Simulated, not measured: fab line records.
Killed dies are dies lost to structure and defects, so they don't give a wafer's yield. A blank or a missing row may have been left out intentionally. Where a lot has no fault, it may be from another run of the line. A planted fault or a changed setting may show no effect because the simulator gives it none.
Matching of chambers :: flow n5-finfet :: N5_SD_EPI_P_ETCH_37 on rie-diel-04: 4 sister chambers
The step etches SOC in N2/H2, overetch 108 nm, time 486 s. 4 wafers are shown with their chamber, then 11 later ones without.

WAFERS, EACH WITH ITS CHAMBER
wafer: L085.2
chamber: 0
showerhead-plenum-p-Torr (Torr): 2.42

wafer: L086.3
chamber: 2
showerhead-plenum-p-Torr (Torr): 2.61

wafer: L086.4
chamber: 3
showerhead-plenum-p-Torr (Torr): 2.35

wafer: L088.3
chamber: 1
showerhead-plenum-p-Torr (Torr): 2.61

WAFERS WITHOUT THEIR CHAMBER
wafer: L088.4
showerhead-plenum-p-Torr (Torr): 2.34

wafer: L088.5
showerhead-plenum-p-Torr (Torr): 2.61

wafer: L091.1
showerhead-plenum-p-Torr (Torr): 2.42

wafer: L091.5
showerhead-plenum-p-Torr (Torr): 2.60

wafer: L091.6
showerhead-plenum-p-Torr (Torr): 2.61

wafer: L092.1
showerhead-plenum-p-Torr (Torr): 2.61

wafer: L092.3
showerhead-plenum-p-Torr (Torr): 2.42

wafer: L092.4
showerhead-plenum-p-Torr (Torr): 2.60

wafer: L094.2
showerhead-plenum-p-Torr (Torr): 2.41

wafer: L094.3
showerhead-plenum-p-Torr (Torr): 2.60

wafer: L094.5
showerhead-plenum-p-Torr (Torr): 2.41

WHICH CHAMBER EACH ONE RAN IN
wafer: L088.4
from the rows above: 3
in truth: 3

wafer: L088.5
from the rows above: can't be placed: 1 or 2
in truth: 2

wafer: L091.1
from the rows above: 0
in truth: 0

wafer: L091.5
from the rows above: can't be placed: 1 or 2
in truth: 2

wafer: L091.6
from the rows above: can't be placed: 1 or 2
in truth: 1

wafer: L092.1
from the rows above: can't be placed: 1 or 2
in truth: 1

wafer: L092.3
from the rows above: 0
in truth: 0

wafer: L092.4
from the rows above: can't be placed: 1 or 2
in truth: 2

wafer: L094.2
from the rows above: 0
in truth: 0

wafer: L094.3
from the rows above: can't be placed: 1 or 2
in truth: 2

wafer: L094.5
from the rows above: 0
in truth: 0
Placed correctly: 5 of 11. From these rows, 6 cannot be placed; in 6 the true chamber is one of the candidates. Wrongly placed: 0.
How it was worked out, from the rows above alone: a wafer's distance from a chamber is the root of the sum, over the readings, of the square of ((its reading less the chamber's mean) divided by the reading's scatter). If the next closest chamber is less than 2 further off than the closest, the wafer can't be placed; otherwise it belongs to the closest. Each chamber's mean is taken over the wafers shown for it. The scatter: with one shown wafer a chamber, the root of the mean of the squares of how far each hidden wafer lies from its nearest shown one.
